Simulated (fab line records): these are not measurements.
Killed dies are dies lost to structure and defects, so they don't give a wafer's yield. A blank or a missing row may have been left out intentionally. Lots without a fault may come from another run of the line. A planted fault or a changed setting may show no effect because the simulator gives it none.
fab line records -- flow n5Finfet
record lots=9, wafers=27, lastDay=17
route steps=1938 shown BEOL_M4@1046 PASSIVATION@1936
lots that met no fault: taken from a fault-free run of the same line
startH: hours from the record's first day to the start of the lot's first wafer shown -- waitH: hours elapsed since this lot's preceding step -- " the same as in the row above -- L1.1+2: a row that stands for several wafers -- - value missing, or start not given -- * or withheld: withheld -- < > ~ a bound
route shown NAME@n: NAME is a module with steps in the file, n the number in the route of the first one -- usual: average and standard deviation across the fault-free wafers -- same: alike in all rows -- chamber/n: place in a boat -- sites: each site's reading -- _std_site: standard deviation of those values -- _edge_site: outer sites' mean less inner sites' -- radiusMm: for every site, how far away it sits from the centre of the wafer -- mask NAME#n: copy n -- behind: the last tool/chamber to shape the wafer -- hold: reason for holding the lot/hours on hold/outcome of the hold -- device: the transistor (n, p or np) that didn't switch -- end of line: the tests these same wafers got at the end of their route -- a step with no rows: only its recipe -- killed: not the wafer's yield, but the dies lost to structure and defects at the first sort -- map: a wafer's dies, marking killed ones x, the rest . and places with no die _
set.NAME: the run value of the setting; set.NAME@STEP: its run value at that earlier step -- model.NAME: the simulator's own value behind a step, which no gauge read
one table for each step of the route and one row for each wafer, over a sample of lots
services: from which hour (startH, from the record's first day; less than 0 if before it) a tool's chamber was out of use, for how many hours, and why
## steps
# step N5_BEOL_M4_CD_MEAS_18
# recipe pitchNm=36, targetCdNm=18
# usual cdNm=18.0/0.32
lot.wafer,tool,chamber,startH,waitH,cdNm
L662.2,cdSem-01,-,173.21,0.1,18.2
L662.4,cdSem-01,-,173.21,0.1,18.1
L662.5,cdSem-01,-,173.21,0.1,17.7
L663.1,cdSem-01,-,181.21,0.0,17.8
L663.3,cdSem-01,-,181.21,0.0,18.1
L663.5,cdSem-01,-,181.21,0.0,18.3
L665.2,cdSem-01,-,185.04,0.1,18.4
L665.3,cdSem-01,-,185.04,0.1,18.3
L665.6,cdSem-01,-,185.04,0.1,18.4
L667.1,cdSem-03,-,203.13,0.0,18.6
L667.3,cdSem-03,-,203.13,0.0,18.1
L667.6,cdSem-03,-,203.13,0.0,18.5
L674.4,cdSem-02,-,244.63,0.1,18.1
L674.5,cdSem-02,-,244.63,0.1,17.9
L674.6,cdSem-02,-,244.63,0.1,17.9
L675.1,cdSem-03,-,244.71,0.0,18.2
L675.3,cdSem-03,-,244.71,0.0,18.3
L675.4,cdSem-03,-,244.71,0.0,18.2
L676.1,cdSem-02,-,252.64,0.0,18.1
L676.2,cdSem-02,-,252.64,0.0,18.3
L676.6,cdSem-02,-,252.64,0.0,18.5
L678.2,cdSem-03,-,263.46,0.1,17.7
L678.3,cdSem-03,-,263.46,0.1,17.2
L678.6,cdSem-03,-,263.46,0.1,17.6
L683.4,cdSem-02,-,300.01,0.1,17.8
L683.5,cdSem-02,-,300.01,0.1,18.4
L683.6,cdSem-02,-,300.01,0.1,18.1
# step N5_BEOL_M4_EXPOSE_25
# recipe maskId=V3, na=0.33, sourceShape=quasar, sigmaInner=0.2, sigmaOuter=0.8, polarization=unpolarized, defocusNm=5, doseMj=63
# usual exposureDoseMJCm2=62.80/0.071
# same dipoleOpeningDeg=30, sigmaOuter=0.8
lot.wafer,tool,chamber,startH,waitH,mask,exposureDoseMJCm2
L662.2,euvScanner-02,0,173.52,-,V3#0,62.76
L662.4,euvScanner-02,0,173.52,-,V3#0,62.82
L662.5,euvScanner-02,0,173.52,-,V3#0,62.84
L663.1,euvScanner-02,0,181.38,-,V3#0,62.90
L663.3,euvScanner-02,0,181.38,-,V3#0,62.90
L663.5,euvScanner-02,0,181.38,-,V3#0,62.81
L665.2,euvScanner-02,0,185.35,-,V3#0,62.91
L665.3,euvScanner-02,0,185.35,-,V3#0,62.81
L665.6,euvScanner-02,0,185.35,-,V3#0,62.74
L667.1,euvScanner-02,0,203.42,-,V3#0,62.88
L667.3,euvScanner-02,0,203.42,-,V3#0,62.84
L667.6,euvScanner-02,0,203.42,-,V3#0,62.87
L674.4,euvScanner-02,0,244.83,-,V3#0,62.94
L674.5,euvScanner-02,0,244.83,-,V3#0,62.86
L674.6,euvScanner-02,0,244.83,-,V3#0,62.92
L675.1,euvScanner-02,0,244.89,-,V3#0,62.88
L675.3,euvScanner-02,0,244.89,-,V3#0,62.88
L675.4,euvScanner-02,0,244.89,-,V3#0,62.84
L676.1,euvScanner-01,0,252.94,-,V3#0,62.77
L676.2,euvScanner-01,0,252.94,-,V3#0,62.77
L676.6,euvScanner-01,0,252.94,-,V3#0,62.84
L678.2,euvScanner-01,0,263.64,-,V3#0,62.80
L678.3,euvScanner-01,0,263.64,-,V3#0,62.74
L678.6,euvScanner-01,0,263.64,-,V3#0,62.80
L683.4,euvScanner-01,0,300.33,-,V3#0,62.74
L683.5,euvScanner-01,0,300.33,-,V3#0,62.73
L683.6,euvScanner-01,0,300.33,-,V3#0,62.79
# step N5_BEOL_M4_OVL_MEAS_29
# recipe pointsPerWafer=522
# usual V3_OVL=-0.5/0.57
lot.wafer,tool,chamber,startH,waitH,V3_OVL[nm]
L662.2,overlay-01,0,173.69,0.0,-0.4
L662.4,overlay-01,0,173.69,0.0,0.1
L662.5,overlay-01,0,173.69,0.0,-0.2
L663.1,overlay-01,0,181.56,0.0,0.1
L663.3,overlay-01,0,181.56,0.0,0.5
L663.5,overlay-01,0,181.56,0.0,0.4
L665.2,overlay-02,0,185.52,0.0,-0.2
L665.3,overlay-02,0,185.52,0.0,-0.3
L665.6,overlay-02,0,185.52,0.0,-0.7
L667.1,overlay-02,0,203.60,0.0,-0.4
L667.3,overlay-02,0,203.60,0.0,-0.8
L667.6,overlay-02,0,203.60,0.0,-0.6
L674.4,overlay-01,0,244.99,0.0,9.5
L674.5,overlay-01,0,244.99,0.0,10.3
L674.6,overlay-01,0,244.99,0.0,8.9
L675.1,overlay-02,0,245.06,0.0,11.4
L675.3,overlay-02,0,245.06,0.0,11.0
L675.4,overlay-02,0,245.06,0.0,9.8
L676.1,overlay-02,0,253.11,0.0,-0.7
L676.2,overlay-02,0,253.11,0.0,-0.5
L676.6,overlay-02,0,253.11,0.0,-0.5
L678.2,overlay-01,0,263.81,0.0,-0.6
L678.3,overlay-01,0,263.81,0.0,-1.0
L678.6,overlay-01,0,263.81,0.0,-0.7
L683.4,overlay-02,0,300.50,0.0,-0.7
L683.5,overlay-02,0,300.50,0.0,0.0
L683.6,overlay-02,0,300.50,0.0,-1.2
# step N5_BEOL_M4_ETCHBACK_99
# recipe chemistry=CHF3, target=SiO2, targetDepthA=50, timeS=10.4, sourceW=215, biasW=47, Ar_flow_sccm=200, CHF3_flow_sccm=12, ionEnergyEv=100, pressureMtorr=30
# usual drypumpMotorCurrentA=5.8/0.49, oesProductAu=0.78/0.085, rfVppV=239.8/2.3, showerheadPlenumPTorr=2.17/0.08, throttleValvePct=16.96/0.26
lot.wafer,tool,chamber,startH,waitH,drypumpMotorCurrentA,oesProductAu,rfHoursCounterH,rfVppV,showerheadPlenumPTorr,throttleValvePct
L662.2,rieDiel-03,1,182.38,8.1,5.7,0.79,102,240.6,2.27,16.76
L662.4,rieDiel-03,3,182.38,8.1,6.3,0.78,128,238.5,2.07,16.96
L662.5,rieDiel-03,0,182.38,8.1,6.3,0.89,-,234.0,2.10,16.90
L663.1,rieDiel-05,1,183.52,1.7,6.2,0.70,244,238.1,2.11,17.15
L663.3,rieDiel-05,3,183.52,1.7,5.3,0.72,192,238.5,2.14,17.24
L663.5,rieDiel-05,0,183.52,1.7,5.2,0.69,-,239.3,2.21,17.20
L665.2,rieDiel-03,3,186.49,0.4,6.3,0.78,130,238.4,2.07,16.97
L665.3,rieDiel-03,0,186.49,0.4,6.3,0.89,29,235.5,2.10,16.88
L665.6,rieDiel-03,1,186.49,0.4,5.7,0.79,-,241.9,2.27,16.76
L667.1,rieDiel-01,0,207.03,2.9,5.5,0.96,7,241.5,2.20,16.45
L667.3,rieDiel-01,1,207.03,2.9,6.1,0.70,206,239.4,2.05,17.02
L667.6,rieDiel-01,2,207.03,2.9,5.4,0.82,-,244.5,2.27,16.82
L674.4,rieDiel-03,0,246.54,1.2,6.3,0.86,51,235.4,2.10,16.93
L674.5,rieDiel-03,2,246.54,1.2,6.6,0.69,-,241.5,2.21,17.43
L674.6,rieDiel-03,1,246.54,1.2,5.6,0.77,-,241.1,2.26,16.80
L675.1,rieDiel-01,2,251.25,5.8,5.4,0.79,100,242.6,2.27,16.87
L675.3,rieDiel-01,3,251.25,5.8,5.1,0.77,89,241.2,2.26,16.80
L675.4,rieDiel-01,0,251.25,5.8,5.5,0.91,-,243.7,2.19,16.46
L676.1,rieDiel-05,1,258.01,4.6,6.2,0.93,13,237.6,2.10,16.77
L676.2,rieDiel-05,3,258.01,4.6,5.3,0.70,218,236.8,2.13,17.26
L676.6,rieDiel-05,3,258.01,4.6,5.3,0.72,-,238.7,2.13,17.27
L678.2,rieDiel-05,2,268.08,3.8,6.3,0.68,224,236.0,2.13,17.30
L678.3,rieDiel-05,1,268.08,3.8,6.1,0.92,17,237.1,2.10,16.77
L678.6,rieDiel-05,2,268.08,3.8,6.3,0.69,-,237.4,2.13,17.29
L683.4,rieDiel-05,2,301.92,1.2,6.3,0.68,238,237.7,2.13,17.31
L683.5,rieDiel-05,0,301.92,1.2,5.2,0.94,-,240.4,2.20,16.76
L683.6,rieDiel-05,1,301.92,1.2,6.2,0.89,-,238.4,2.10,16.81
# step N5_BEOL_M4_VIA_ETCH_34
# recipe chemistry=C4F6/O2, targetDepthA=694, maskMaterial=SOC, pressureMtorr=15, ionEnergyEv=250, taperDeg=4, timeS=65.9, sourceW=350, biasW=170, Ar_flow_sccm=300, C4F6_flow_sccm=10, O2_flow_sccm=10
# usual drypumpMotorCurrentA=5.8/0.49, oesProductAu=0.78/0.084, rfVppV=663/5.8, showerheadPlenumPTorr=2.87/0.1, throttleValvePct=30.60/0.27
lot.wafer,tool,chamber,startH,waitH,drypumpMotorCurrentA,oesProductAu,rfHoursCounterH,rfVppV,showerheadPlenumPTorr,throttleValvePct
L662.2,rieDiel-03,1,182.52,0.0,5.7,0.79,102,666,2.99,30.42
L662.4,rieDiel-03,3,182.52,0.0,6.3,0.79,128,660,2.74,30.57
L662.5,rieDiel-03,0,182.52,0.0,6.3,0.91,-,653,2.78,30.61
L663.1,rieDiel-05,1,183.66,0.0,6.2,0.70,244,659,2.79,30.65
L663.3,rieDiel-05,3,183.66,0.0,5.4,0.72,192,660,2.82,30.91
L663.5,rieDiel-05,0,183.66,0.0,5.2,0.71,-,661,2.92,30.81
L665.2,rieDiel-03,3,186.63,0.0,6.3,0.78,130,660,2.74,30.57
L665.3,rieDiel-03,0,186.63,0.0,6.3,0.90,29,653,2.78,30.62
L665.6,rieDiel-03,1,186.63,0.0,5.7,0.79,-,667,2.99,30.42
L667.1,rieDiel-01,0,207.18,0.0,5.5,0.96,7,672,2.90,30.03
L667.3,rieDiel-01,1,207.18,0.0,6.1,0.70,206,660,2.71,30.53
L667.6,rieDiel-01,2,207.18,0.0,5.4,0.81,-,670,3.00,30.59
L674.4,rieDiel-03,0,246.68,0.0,6.3,0.86,51,652,2.77,30.64
L674.5,rieDiel-03,2,246.68,0.0,6.6,0.69,-,666,2.92,31.13
L674.6,rieDiel-03,1,246.68,0.0,5.7,0.77,-,665,2.98,30.45
L675.1,rieDiel-01,2,251.39,0.0,5.4,0.79,100,670,2.99,30.60
L675.3,rieDiel-01,3,251.39,0.0,5.1,0.78,89,667,2.98,30.42
L675.4,rieDiel-01,0,251.39,0.0,5.5,0.92,-,672,2.90,30.06
L676.1,rieDiel-05,1,258.15,0.0,6.2,0.92,14,658,2.78,30.52
L676.2,rieDiel-05,3,258.15,0.0,5.4,0.71,218,659,2.81,30.92
L676.6,rieDiel-05,3,258.15,0.0,5.4,0.70,-,657,2.81,30.93
L678.2,rieDiel-05,2,268.22,0.0,6.3,0.68,224,655,2.82,30.93
L678.3,rieDiel-05,1,268.22,0.0,6.2,0.91,17,658,2.78,30.52
L678.6,rieDiel-05,2,268.22,0.0,6.3,0.68,-,655,2.82,30.94
L683.4,rieDiel-05,2,302.06,0.0,6.3,0.67,238,656,2.81,30.94
L683.5,rieDiel-05,0,302.06,0.0,5.2,0.94,-,664,2.91,30.50
L683.6,rieDiel-05,1,302.06,0.0,6.2,0.88,-,658,2.77,30.53
# step N5_BEOL_M4_RC_MEAS_101
# usual DIBL_N=36.3/1.4, DIBL_P=35.7/1.5, IOFF_N=0.155/0.022, IOFF_P=0.204/0.027, ION_N=671/9, ION_P=459/6.2, SS_N=71.5/0.54, SS_P=73.1/0.56, VT_N=250.2/2.6, VT_P=-251/3.3
lot.wafer,tool,chamber,startH,waitH,DIBL_N[mV/V],DIBL_P[mV/V],IOFF_N[nA/um],IOFF_P[nA/um],ION_N[uA/um],ION_P[uA/um],SS_N[mV/dec],SS_P[mV/dec],VT_N[mV],VT_P[mV]
L662.2,prober-01,0,186.80,0.2,35.3,35.6,0.162,0.216,677,466,71.7,73.3,247.9,-248
L662.4,prober-01,0,186.80,0.2,35.4,35.4,0.156,0.221,663,462,71.7,73.4,249.2,-249
L662.5,prober-01,0,186.80,0.2,34.2,33.7,0.144,0.187,671,457,70.8,72.3,250.9,-251
L663.1,prober-02,0,189.13,0.0,35.0,34.9,0.137,0.171,663,453,70.7,72.3,250.8,-255
L663.3,prober-02,0,189.13,0.0,36.4,36.8,0.176,0.195,682,464,71.5,73.4,245.6,-254
L663.5,prober-02,0,189.13,0.0,38.2,38.8,0.212,0.222,686,456,71.1,73.6,243.2,-252
L665.2,prober-01,0,192.17,0.6,37.8,37.2,0.193,0.243,674,465,71.1,74.0,246.9,-246
L665.3,prober-01,0,192.17,0.6,35.7,35.6,0.148,0.210,670,464,70.6,73.3,250.1,-248
L665.6,prober-01,0,192.17,0.6,36.8,37.0,0.185,0.239,691,470,71.4,73.5,247.2,-246
L667.1,prober-01,0,212.61,0.0,35.3,35.5,0.133,0.177,677,462,70.9,72.4,253.2,-255
L667.3,prober-01,0,212.61,0.0,36.1,35.9,0.149,0.185,661,451,71.3,73.4,251.9,-255
L667.6,prober-01,0,212.61,0.0,36.7,35.6,0.151,0.174,668,447,71.6,72.5,252.9,-258
L674.4,prober-01,0,253.56,0.5,36.8,34.0,0.151,0.169,666,454,71.4,72.9,248.8,-257
L674.5,prober-01,0,253.56,0.5,36.0,33.6,0.138,0.161,667,451,71.5,72.5,253.7,-254
L674.6,prober-01,0,253.56,0.5,35.6,33.8,0.136,0.166,671,457,71.4,73.1,252.2,-256
L675.1,prober-02,0,255.69,0.0,38.7,36.4,0.170,0.212,677,462,72.5,73.1,246.9,-247
L675.3,prober-02,0,255.69,0.0,38.6,36.9,0.167,0.211,673,457,72.1,74.2,247.0,-252
L675.4,prober-02,0,255.69,0.0,37.4,35.5,0.143,0.199,668,456,72.0,73.8,252.2,-251
L676.1,prober-01,0,262.78,0.0,34.9,35.8,0.145,0.190,661,450,70.1,73.0,249.7,-254
L676.2,prober-01,0,262.78,0.0,36.1,37.2,0.155,0.208,665,454,71.3,73.4,249.4,-252
L676.6,prober-01,0,262.78,0.0,35.9,37.0,0.153,0.198,667,455,72.1,73.4,251.5,-255
L678.2,prober-01,0,274.48,0.2,34.1,33.5,0.119,0.174,666,457,71.0,72.7,253.2,-252
L678.3,prober-01,0,274.48,0.2,35.0,34.6,0.131,0.185,664,457,71.2,72.9,252.5,-251
L678.6,prober-01,0,274.48,0.2,35.4,34.6,0.138,0.192,677,462,71.6,73.0,250.7,-251
L683.4,prober-01,0,307.64,0.5,35.3,34.7,0.137,0.179,669,460,71.7,72.8,250.5,-255
L683.5,prober-01,0,307.64,0.5,37.3,35.9,0.166,0.192,671,452,71.9,72.1,249.3,-252
L683.6,prober-01,0,307.64,0.5,35.1,34.5,0.135,0.178,668,457,71.5,72.3,253.9,-253
# step N5_PASSIVATION_PROBE_49
# usual defectLimitedYield=91.0/1.5, killed_at_M0_to_M3=36/12, killed_at_M4_up=14/5.5, killedAtContacts=11/4.8, killedAtFrontEnd=42/12, killedAtOther=3.7/2.7, killedDies=106/18, killedOnRim=13/4.5, killedOpen=70/13, killedShort=35/8.2, sort_bin_5_function=5.3/1, sort_bin_6_memory=3.3/0.69, sortNPass=1074/18, sortYieldPct=91.0/1.5
# same grossDies=1180, killedAtBackSide=0, sort_bin_4_leakage[%]=0, sort_bin_8_speed[%]=0
lot.wafer,tool,chamber,startH,waitH,defectLimitedYield[%],killed_at_M0_to_M3,killed_at_M4_up,killedAtContacts,killedAtFrontEnd,killedAtOther,killedDies,killedOnRim,killedOpen,killedShort,sort_bin_5_function[%],sort_bin_6_memory[%],sortNPass,sortYieldPct[%]
L674.4,prober-01,-,348.74,0.2,51.9,60,443,8,53,3,567,77,80,56,26.1,3.5,613,51.9
L674.5,prober-01,-,348.79,0.3,54.1,60,441,12,29,0,542,74,71,42,25.4,2.9,638,54.1
L674.6,prober-01,-,348.84,0.3,52.9,45,460,14,35,2,556,60,64,37,23.0,2.5,624,52.9
L675.1,prober-01,-,363.64,0.0,39.1,39,628,7,44,1,719,85,62,47,32.3,3.1,461,39.1
L675.3,prober-01,-,363.74,0.1,48.6,36,523,5,39,4,607,79,66,34,24.8,3.9,573,48.6
L675.4,prober-01,-,363.79,0.2,49.3,15,535,4,43,1,598,71,55,27,26.8,2.9,582,49.3
L678.2,prober-01,-,379.83,0.1,90.7,31,15,11,53,0,110,14,72,37,5.4,3.4,1070,90.7
L678.3,prober-01,-,379.88,0.1,89.7,41,15,3,54,8,121,14,71,50,5.7,4.2,1059,89.7
L678.6,prober-01,-,380.03,0.3,90.2,36,13,12,54,1,116,15,72,43,6.4,3.3,1064,90.2
# killed by level:class
L674.4 BEOL_M4:overlay=429 BEOL_M0_SAQP:geometricParticle:short=14 BEOL_M1:geometricParticle:open=12 FIN_SAQP:geometricParticle:short=10 STI_FIN_REVEAL:geometricParticle:open=10 BEOL_M0_SAQP:geometricParticle:open=10 MOL_CONTACT_COAG:geometricParticle:open=7 BEOL_M1:geometricParticle:short=7
L674.5 BEOL_M4:overlay=426 BEOL_M1:geometricParticle:open=13 BEOL_M2:geometricParticle:open=13 BEOL_M1:geometricParticle:short=9 MOL_CONTACT_COAG:geometricParticle:open=8 BEOL_M0_SAQP:geometricParticle:short=8 BEOL_M0_SAQP:geometricParticle:open=8 STI_FIN_REVEAL:geometricParticle:open=7
L674.6 BEOL_M4:overlay=453 MOL_CONTACT_COAG:geometricParticle:open=11 BEOL_M2:geometricParticle:open=11 FIN_SAQP:geometricParticle:short=8 BEOL_M0_SAQP:geometricParticle:open=8 BEOL_M0_SAQP:geometricParticle:short=8 STI_FIN_REVEAL:geometricParticle:open=6 BEOL_M2:geometricParticle:short=6
L675.1 BEOL_M4:overlay=604 FIN_SAQP:geometricParticle:short=16 BEOL_M0_SAQP:geometricParticle:short=11 BEOL_M4:geometricParticle:open=10 BEOL_M2:geometricParticle:open=8 GATE_CUT:geometricParticle:short=7 BEOL_M0_SAQP:geometricParticle:open=7 MOL_CONTACT_COAG:geometricParticle:open=6
L675.3 BEOL_M4:overlay=503 BEOL_M0_SAQP:geometricParticle:short=11 FIN_SAQP:geometricParticle:short=9 BEOL_M2:geometricParticle:open=9 BEOL_M4:geometricParticle:open=8 FIN_SAQP:geometricParticle:open=6 BEOL_M5:geometricParticle:open=5 FIN_CUT:geometricParticle:open=4
L675.4 BEOL_M4:overlay=513 BEOL_M4:geometricParticle:open=10 FIN_SAQP:geometricParticle:open=7 GATE_CUT:geometricParticle:short=6 GATE_CUT:geometricParticle:open=6 FIN_SAQP:geometricParticle:short=5 DUMMY_GATE:geometricParticle:open=5 MOL_CONTACT_COAG:geometricParticle:open=4
L678.2 STI_FIN_REVEAL:geometricParticle:open=11 FIN_SAQP:geometricParticle:open=10 MOL_CONTACT_COAG:geometricParticle:open=9 BEOL_M0_SAQP:geometricParticle:short=9 FIN_SAQP:geometricParticle:short=8 BEOL_M1:geometricParticle:open=7 STI_FIN_REVEAL:geometricParticle:short=6 BEOL_M4:geometricParticle:open=6
L678.3 STI_FIN_REVEAL:geometricParticle:open=15 BEOL_M0_SAQP:geometricParticle:short=9 FIN_SAQP:geometricParticle:open=8 FIN_SAQP:geometricParticle:short=8 BEOL_M2:geometricParticle:short=8 DUMMY_GATE:geometricParticle:open=7 BEOL_M0_SAQP:geometricParticle:open=7 GATE_CUT:geometricParticle:short=6
L678.6 FIN_SAQP:geometricParticle:short=12 FIN_SAQP:geometricParticle:open=11 GATE_CUT:geometricParticle:short=10 MOL_CONTACT_COAG:geometricParticle:open=10 STI_FIN_REVEAL:geometricParticle:open=8 BEOL_M0_SAQP:geometricParticle:short=7 BEOL_M3:geometricParticle:open=7 BEOL_M0_SAQP:geometricParticle:open=6
## services
tool,chamber,startH,hours,kind
euvScanner-01,-,156.90,1.0,pm
rieDiel-01,0,162.56,-,clean
rieDiel-01,0,162.56,-,consumableReplace:esc
rieDiel-01,0,162.56,-,consumableReplace:focusRing
euvScanner-02,-,174.61,1.0,pm
rieDiel-05,1,202.25,-,clean
rieDiel-05,1,202.25,-,consumableReplace:focusRing
rieDiel-05,1,202.25,14.5,scheduledDown
rieDiel-05,1,202.25,14.5,ventCycle
euvScanner-02,-,207.66,1.8,repair
euvScanner-01,-,213.05,1.0,pm
rieDiel-01,0,225.59,5.0,repair
euvScanner-02,-,230.56,4.6,pm
euvScanner-01,-,238.03,5.8,pm
euvScanner-01,-,244.74,4.6,pm
rieDiel-01,1,246.01,6.7,repair
rieDiel-05,0,261.01,-,clean
rieDiel-05,0,261.01,-,consumableReplace:focusRing
rieDiel-05,0,261.01,24.8,scheduledDown
rieDiel-05,0,261.01,24.8,ventCycle
euvScanner-02,0,266.41,-,calibration
euvScanner-01,-,269.20,1.0,pm
euvScanner-02,-,285.31,5.8,pm
rieDiel-01,1,300.08,2.1,repair
## key
firstSign step=N5_BEOL_M4_OVL_MEAS_29, reading=V3_OVL, direction=up, sigmas=19, usual=-0.5, struck=10.1
effect step=N5_PASSIVATION_PROBE_49, reading=killed_at_M4_up, direction=up, sigmas=89, usual=14, struck=505
moreKillsBornAt N5_BEOL_M4_EXPOSE_25@euvScanner-02=2928
metAt N5_BEOL_M4_EXPOSE_25
struckLots L674,L675
notActingAt N5_BEOL_M4_CD_MEAS_18,N5_BEOL_M4_ETCHBACK_99,N5_BEOL_M4_VIA_ETCH_34
onsetBetween 203.42 244.83
earlierFault kind=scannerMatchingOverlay, tool=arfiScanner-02, chamber=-, onsetH=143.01, steps=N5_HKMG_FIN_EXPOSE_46, offset=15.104
fault kind=scannerMatchingOverlay, tool=euvScanner-02, chamber=-, onsetH=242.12, steps=N5_BEOL_M4_EXPOSE_25, offset=10.853
